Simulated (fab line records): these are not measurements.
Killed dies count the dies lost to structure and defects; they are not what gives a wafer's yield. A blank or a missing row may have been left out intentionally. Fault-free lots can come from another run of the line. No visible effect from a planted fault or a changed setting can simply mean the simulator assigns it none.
Which tool is to blame? || flow nandHarc || 24 lots, 72 wafers sampled, at 4 steps of a route of 1302

## WHAT EACH GAUGE READ, for each wafer
NHARC_A_ONON_D1_THK_MEAS_02: measures by ellipsometry.
{"lot": "L074", "measured": "day 7 18:08", "on": "filmMetro-02", "thkNm (nm)": "1022 1024 1023"}
{"lot": "L075", "measured": "day 8 13:01", "on": "filmMetro-02", "thkNm (nm)": "1006 1005 1005"}
{"lot": "L076", "measured": "day 8 13:02", "on": "filmMetro-01", "thkNm (nm)": "995 996 997"}
{"lot": "L077", "measured": "day 8 20:12", "on": "filmMetro-02", "thkNm (nm)": "998 998 998"}
{"lot": "L078", "measured": "day 9 11:44", "on": "filmMetro-02", "thkNm (nm)": "1006 1003 1005"}
{"lot": "L079", "measured": "day 9 19:48", "on": "filmMetro-02", "thkNm (nm)": "1001 1002 1001"}
{"lot": "L080", "measured": "day 10 04:27", "on": "filmMetro-01", "thkNm (nm)": "1006 1006 1006"}
{"lot": "L081", "measured": "day 10 19:15", "on": "filmMetro-02", "thkNm (nm)": "1006 1004 1004"}
{"lot": "L082", "measured": "day 10 19:16", "on": "filmMetro-01", "thkNm (nm)": "1002 1001 1003"}
{"lot": "L083", "measured": "day 11 09:38", "on": "filmMetro-01", "thkNm (nm)": "982 983 981"}
{"lot": "L084", "measured": "day 11 18:34", "on": "filmMetro-01", "thkNm (nm)": "992 995 992"}
{"lot": "L086", "measured": "day 12 11:29", "on": "filmMetro-02", "thkNm (nm)": "998 998 996"}
{"lot": "L085", "measured": "day 12 11:46", "on": "filmMetro-01", "thkNm (nm)": "1018 1017 1017"}
{"lot": "L087", "measured": "day 13 04:58", "on": "filmMetro-01", "thkNm (nm)": "996 996 997"}
{"lot": "L089", "measured": "day 13 19:07", "on": "filmMetro-01", "thkNm (nm)": "1017 1015 1014"}
{"lot": "L088", "measured": "day 14 00:22", "on": "filmMetro-01", "thkNm (nm)": "984 984 984"}
{"lot": "L090", "measured": "day 14 16:40", "on": "filmMetro-02", "thkNm (nm)": "1008 1009 1009"}
{"lot": "L091", "measured": "day 15 03:18", "on": "filmMetro-01", "thkNm (nm)": "1000 1001 1000"}
{"lot": "L092", "measured": "day 15 09:10", "on": "filmMetro-01", "thkNm (nm)": "1014 1011 1013"}
{"lot": "L093", "measured": "day 15 14:31", "on": "filmMetro-02", "thkNm (nm)": "1014 1014 1014"}
{"lot": "L094", "measured": "day 16 00:25", "on": "filmMetro-02", "thkNm (nm)": "1007 1005 1007"}
{"lot": "L095", "measured": "day 16 09:22", "on": "filmMetro-02", "thkNm (nm)": "1013 1010 1011"}
{"lot": "L097", "measured": "day 17 04:19", "on": "filmMetro-01", "thkNm (nm)": "989 987 989"}
{"lot": "L096", "measured": "day 18 08:04", "on": "filmMetro-01", "thkNm (nm)": "985 983 984"}

NHARC_A_ONON_D1_THK_MEAS_27: measures by ellipsometry.
{"lot": "L074", "measured": "day 8 05:43", "on": "filmMetro-02", "thkNm (nm)": "999 1000 998"}
{"lot": "L075", "measured": "day 9 00:40", "on": "filmMetro-01", "thkNm (nm)": "1008 1004 1007"}
{"lot": "L076", "measured": "day 9 00:39", "on": "filmMetro-01", "thkNm (nm)": "1005 1007 1005"}
{"lot": "L077", "measured": "day 9 09:23", "on": "filmMetro-02", "thkNm (nm)": "1016 1016 1016"}
{"lot": "L078", "measured": "day 9 23:35", "on": "filmMetro-02", "thkNm (nm)": "1000 999 1000"}
{"lot": "L079", "measured": "day 10 07:35", "on": "filmMetro-02", "thkNm (nm)": "1010 1010 1012"}
{"lot": "L080", "measured": "day 10 17:08", "on": "filmMetro-02", "thkNm (nm)": "1002 1001 1002"}
{"lot": "L081", "measured": "day 11 07:01", "on": "filmMetro-01", "thkNm (nm)": "989 989 989"}
{"lot": "L082", "measured": "day 11 07:01", "on": "filmMetro-02", "thkNm (nm)": "988 989 988"}
{"lot": "L083", "measured": "day 11 21:24", "on": "filmMetro-01", "thkNm (nm)": "1009 1009 1010"}
{"lot": "L084", "measured": "day 12 13:07", "on": "filmMetro-01", "thkNm (nm)": "1011 1009 1010"}
{"lot": "L086", "measured": "day 12 23:19", "on": "filmMetro-02", "thkNm (nm)": "1013 1015 1016"}
{"lot": "L085", "measured": "day 12 23:20", "on": "filmMetro-01", "thkNm (nm)": "999 999 997"}
{"lot": "L087", "measured": "day 13 23:32", "on": "filmMetro-02", "thkNm (nm)": "1007 1006 1007"}
{"lot": "L089", "measured": "day 14 06:52", "on": "filmMetro-02", "thkNm (nm)": "999 997 998"}
{"lot": "L088", "measured": "day 14 14:43", "on": "filmMetro-02", "thkNm (nm)": "998 1000 998"}
{"lot": "L090", "measured": "day 15 05:19", "on": "filmMetro-01", "thkNm (nm)": "997 995 995"}
{"lot": "L091", "measured": "day 15 15:24", "on": "filmMetro-02", "thkNm (nm)": "1015 1014 1017"}
{"lot": "L092", "measured": "day 15 23:41", "on": "filmMetro-02", "thkNm (nm)": "988 987 987"}
{"lot": "L093", "measured": "day 15 23:43", "on": "filmMetro-01", "thkNm (nm)": "990 993 990"}
{"lot": "L094", "measured": "day 16 12:04", "on": "filmMetro-02", "thkNm (nm)": "1000 999 999"}
{"lot": "L095", "measured": "day 16 21:10", "on": "filmMetro-01", "thkNm (nm)": "999 999 1000"}
{"lot": "L097", "measured": "day 17 16:05", "on": "filmMetro-01", "thkNm (nm)": "1012 1012 1010"}
{"lot": "L096", "measured": "day 18 20:11", "on": "filmMetro-01", "thkNm (nm)": "987 988 990"}

NHARC_A_CHANNEL_HOLE_D1_CD_MEAS_10: target cd 100 nm.
{"lot": "L074", "measured": "day 8 09:34", "on": "cdSem-02", "cdNm (nm)": "100.1 100.5 100.4"}
{"lot": "L075", "measured": "day 9 05:45", "on": "cdSem-01", "cdNm (nm)": "99.7 99.8 99.9"}
{"lot": "L076", "measured": "day 9 05:10", "on": "cdSem-02", "cdNm (nm)": "99.8 99.9 100.3"}
{"lot": "L077", "measured": "day 9 16:44", "on": "cdSem-01", "cdNm (nm)": "100.9 100.1 100.1"}
{"lot": "L078", "measured": "day 10 03:34", "on": "cdSem-03", "cdNm (nm)": "100.5 100.8 99.8"}
{"lot": "L079", "measured": "day 10 13:49", "on": "cdSem-02", "cdNm (nm)": "100.2 100.6 99.2"}
{"lot": "L080", "measured": "day 10 22:47", "on": "cdSem-01", "cdNm (nm)": "100.0 99.4 99.9"}
{"lot": "L081", "measured": "day 11 12:31", "on": "cdSem-02", "cdNm (nm)": "99.5 100.1 99.8"}
{"lot": "L082", "measured": "day 11 11:05", "on": "cdSem-01", "cdNm (nm)": "100.0 100.1 100.0"}
{"lot": "L083", "measured": "day 12 01:14", "on": "cdSem-02", "cdNm (nm)": "99.0 100.2 99.9"}
{"lot": "L084", "measured": "day 12 16:56", "on": "cdSem-01", "cdNm (nm)": "100.0 100.0 99.9"}
{"lot": "L086", "measured": "day 13 03:19", "on": "cdSem-01", "cdNm (nm)": "99.4 100.0 100.6"}
{"lot": "L085", "measured": "day 13 03:10", "on": "cdSem-03", "cdNm (nm)": "100.5 100.2 99.9"}
{"lot": "L087", "measured": "day 14 05:04", "on": "cdSem-03", "cdNm (nm)": "99.4 99.2 99.1"}
{"lot": "L089", "measured": "day 14 10:50", "on": "cdSem-02", "cdNm (nm)": "99.4 99.6 100.0"}
{"lot": "L088", "measured": "day 14 19:49", "on": "cdSem-01", "cdNm (nm)": "100.8 101.0 100.7"}
{"lot": "L090", "measured": "day 15 09:11", "on": "cdSem-03", "cdNm (nm)": "99.6 100.0 100.0"}
{"lot": "L091", "measured": "day 15 21:19", "on": "cdSem-01", "cdNm (nm)": "99.4 99.5 99.2"}
{"lot": "L092", "measured": "day 16 06:47", "on": "cdSem-02", "cdNm (nm)": "100.4 100.5 100.5"}
{"lot": "L093", "measured": "day 16 05:35", "on": "cdSem-02", "cdNm (nm)": "100.1 99.7 100.2"}
{"lot": "L094", "measured": "day 16 15:44", "on": "cdSem-01", "cdNm (nm)": "99.6 99.6 100.2"}
{"lot": "L095", "measured": "day 17 01:00", "on": "cdSem-02", "cdNm (nm)": "99.7 100.7 100.6"}
{"lot": "L097", "measured": "day 17 19:52", "on": "cdSem-03", "cdNm (nm)": "99.3 99.8 100.2"}
{"lot": "L096", "measured": "day 19 04:55", "on": "cdSem-01", "cdNm (nm)": "99.9 99.4 99.4"}

## EACH LOT AND THE TOOL THAT RAN IT (in order: tool; ch and the chambers of the sampled wafers; start)
{"lot": "L074", "NHARC_A_CHANNEL_HOLE_D1_DEP_01": "pecvd-03 ch 1,2, day 8 08:53"}
{"lot": "L075", "NHARC_A_CHANNEL_HOLE_D1_DEP_01": "pecvd-04 ch 0,1, day 9 05:04"}
{"lot": "L076", "NHARC_A_CHANNEL_HOLE_D1_DEP_01": "pecvd-04 ch 0,1, day 9 04:28"}
{"lot": "L077", "NHARC_A_CHANNEL_HOLE_D1_DEP_01": "pecvd-02 ch 0,1,2, day 9 16:02"}
{"lot": "L078", "NHARC_A_CHANNEL_HOLE_D1_DEP_01": "pecvd-03 ch 0,1, day 10 02:49"}
{"lot": "L079", "NHARC_A_CHANNEL_HOLE_D1_DEP_01": "pecvd-03 ch 0,1,2, day 10 13:06"}
{"lot": "L080", "NHARC_A_CHANNEL_HOLE_D1_DEP_01": "pecvd-03 ch 0,1,2, day 10 22:04"}
{"lot": "L081", "NHARC_A_CHANNEL_HOLE_D1_DEP_01": "pecvd-03 ch 0,1, day 11 11:54"}
{"lot": "L082", "NHARC_A_CHANNEL_HOLE_D1_DEP_01": "pecvd-03 ch 0,1,2, day 11 10:23"}
{"lot": "L083", "NHARC_A_CHANNEL_HOLE_D1_DEP_01": "pecvd-03 ch 0,2, day 12 00:32"}
{"lot": "L084", "NHARC_A_CHANNEL_HOLE_D1_DEP_01": "pecvd-02 ch 0,1,2, day 12 16:14"}
{"lot": "L086", "NHARC_A_CHANNEL_HOLE_D1_DEP_01": "pecvd-03 ch 0,2, day 13 02:31"}
{"lot": "L085", "NHARC_A_CHANNEL_HOLE_D1_DEP_01": "pecvd-04 ch 0,1,2, day 13 02:28"}
{"lot": "L087", "NHARC_A_CHANNEL_HOLE_D1_DEP_01": "pecvd-04 ch 0,1,2, day 14 04:28"}
{"lot": "L089", "NHARC_A_CHANNEL_HOLE_D1_DEP_01": "pecvd-04 ch 0,2, day 14 10:07"}
{"lot": "L088", "NHARC_A_CHANNEL_HOLE_D1_DEP_01": "pecvd-03 ch 0,1,2, day 14 19:13"}
{"lot": "L090", "NHARC_A_CHANNEL_HOLE_D1_DEP_01": "pecvd-02 ch 0,1, day 15 08:28"}
{"lot": "L091", "NHARC_A_CHANNEL_HOLE_D1_DEP_01": "pecvd-04 ch 0,1,2, day 15 20:36"}
{"lot": "L092", "NHARC_A_CHANNEL_HOLE_D1_DEP_01": "pecvd-03 ch 0,1, day 16 06:06"}
{"lot": "L093", "NHARC_A_CHANNEL_HOLE_D1_DEP_01": "pecvd-02 ch 1,2, day 16 04:51"}
{"lot": "L094", "NHARC_A_CHANNEL_HOLE_D1_DEP_01": "pecvd-04 ch 0,1,2, day 16 15:12"}
{"lot": "L095", "NHARC_A_CHANNEL_HOLE_D1_DEP_01": "pecvd-03 ch 0,2, day 17 00:19"}
{"lot": "L097", "NHARC_A_CHANNEL_HOLE_D1_DEP_01": "pecvd-02 ch 0,1,2, day 17 19:10"}
{"lot": "L096", "NHARC_A_CHANNEL_HOLE_D1_DEP_01": "pecvd-03 ch 0,1,2, day 19 04:11"}
- NHARC_A_CHANNEL_HOLE_D1_DEP_01: deposits SiON, target thk 140 nm.

## WHAT THE TOOLS THEMSELVES READ (means of the sampled wafers that have a number; where no wafer has one, the mark that the record gives instead)
NHARC_A_CHANNEL_HOLE_D1_DEP_01.
{"lot": "L074", "tool": "pecvd-03", "heaterPowerW (W)": 834}
{"lot": "L075", "tool": "pecvd-04", "heaterPowerW (W)": 651}
{"lot": "L076", "tool": "pecvd-04", "heaterPowerW (W)": 669}
{"lot": "L077", "tool": "pecvd-02", "heaterPowerW (W)": 785}
{"lot": "L078", "tool": "pecvd-03", "heaterPowerW (W)": 707}
{"lot": "L079", "tool": "pecvd-03", "heaterPowerW (W)": 847}
{"lot": "L080", "tool": "pecvd-03", "heaterPowerW (W)": 823}
{"lot": "L081", "tool": "pecvd-03", "heaterPowerW (W)": 762}
{"lot": "L082", "tool": "pecvd-03", "heaterPowerW (W)": 769}
{"lot": "L083", "tool": "pecvd-03", "heaterPowerW (W)": 813}
{"lot": "L084", "tool": "pecvd-02", "heaterPowerW (W)": 760}
{"lot": "L086", "tool": "pecvd-03", "heaterPowerW (W)": 915}
{"lot": "L085", "tool": "pecvd-04", "heaterPowerW (W)": 727}
{"lot": "L087", "tool": "pecvd-04", "heaterPowerW (W)": 752}
{"lot": "L089", "tool": "pecvd-04", "heaterPowerW (W)": 723}
{"lot": "L088", "tool": "pecvd-03", "heaterPowerW (W)": 788}
{"lot": "L090", "tool": "pecvd-02", "heaterPowerW (W)": 823}
{"lot": "L091", "tool": "pecvd-04", "heaterPowerW (W)": 749}
{"lot": "L092", "tool": "pecvd-03", "heaterPowerW (W)": 791}
{"lot": "L093", "tool": "pecvd-02", "heaterPowerW (W)": 738}
{"lot": "L094", "tool": "pecvd-04", "heaterPowerW (W)": 737}
{"lot": "L095", "tool": "pecvd-03", "heaterPowerW (W)": 928}
{"lot": "L097", "tool": "pecvd-02", "heaterPowerW (W)": 758}
{"lot": "L096", "tool": "pecvd-03", "heaterPowerW (W)": 821}

## THE ANSWER, worked out from the rows above alone
Rule: the usual values come from the lots themselves. The widest of any qualifying gaps counts: lots, ordered by their means at a reading, are off when they make up no more than a third of the lots, leave a main group of 4 or more, and stand apart from it by 3 or more times the standard deviation of that group's means. A main group whose means are all the same, to the digits that the tables above print for the reading, isn't used. Also off: a lot with no number at a reading for which 4 or more lots have one. The other lots that the step has rows for count as sound. Order of review: gauges by route order, followed by the tools' own readings, for which a lot's mean as printed above is used. At the first step where some lot is off, the reading lying furthest off is the one used; lots without a number count as furthest.
None of the lots is off at any reading shown; this tells nothing.

## WHAT WAS PUT IN BY THE SIMULATOR
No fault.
